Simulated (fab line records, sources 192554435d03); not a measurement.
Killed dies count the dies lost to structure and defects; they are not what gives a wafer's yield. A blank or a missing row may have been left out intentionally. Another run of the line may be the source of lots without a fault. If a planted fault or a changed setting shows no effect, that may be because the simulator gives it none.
Matching of chambers | flow n5-finfet | ald-sin-04 running N5_BEOL_M3_ALD_98: 4 sister chambers
The step deposits SiO2, target thk 2.5 nm, pulse time 1 s, co reactant pulse time 1 s. 4 wafers are shown with their chamber, then 8 later ones without.

## WAFERS, EACH WITH ITS CHAMBER
wafer  | chamber | heater-power-w (W)
L081.6 | 1       | 82
L085.1 | 2       | 86
L085.6 | 0       | 72
L088.1 | 3       | 94

## WAFERS WHOSE CHAMBER IS MISSING
wafer  | heater-power-w (W)
L088.3 | 72
L088.6 | 91
L089.1 | 92
L089.3 | 72
L089.5 | 93
L097.4 | 82
L097.5 | 93
L097.6 | 88

## THE CHAMBER EACH PASSED THROUGH
wafer  | from the rows above     | in truth
L088.3 | 0                       | 0
L088.6 | can't be placed: 3 or 2 | 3
L089.1 | 3                       | 3
L089.3 | 0                       | 0
L089.5 | 3                       | 3
L097.4 | 1                       | 1
L097.5 | 3                       | 3
L097.6 | 2                       | 2
Correctly placed: 7 of 8. Not placeable from these rows: 1 (in 1, the candidates include the true chamber). Number placed wrongly: 0.
How it was worked out, from the rows above alone: a wafer's distance from a chamber is the root of the sum, over the readings, of the square of ((its reading less the chamber's mean) divided by the reading's scatter). The wafer belongs to the nearest chamber; if the next one is less than 2 further off, it can't be placed. A chamber's mean is the mean of its shown wafers. The scatter: root of mean squared gap, hidden wafer to nearest shown wafer, with one shown wafer a chamber.
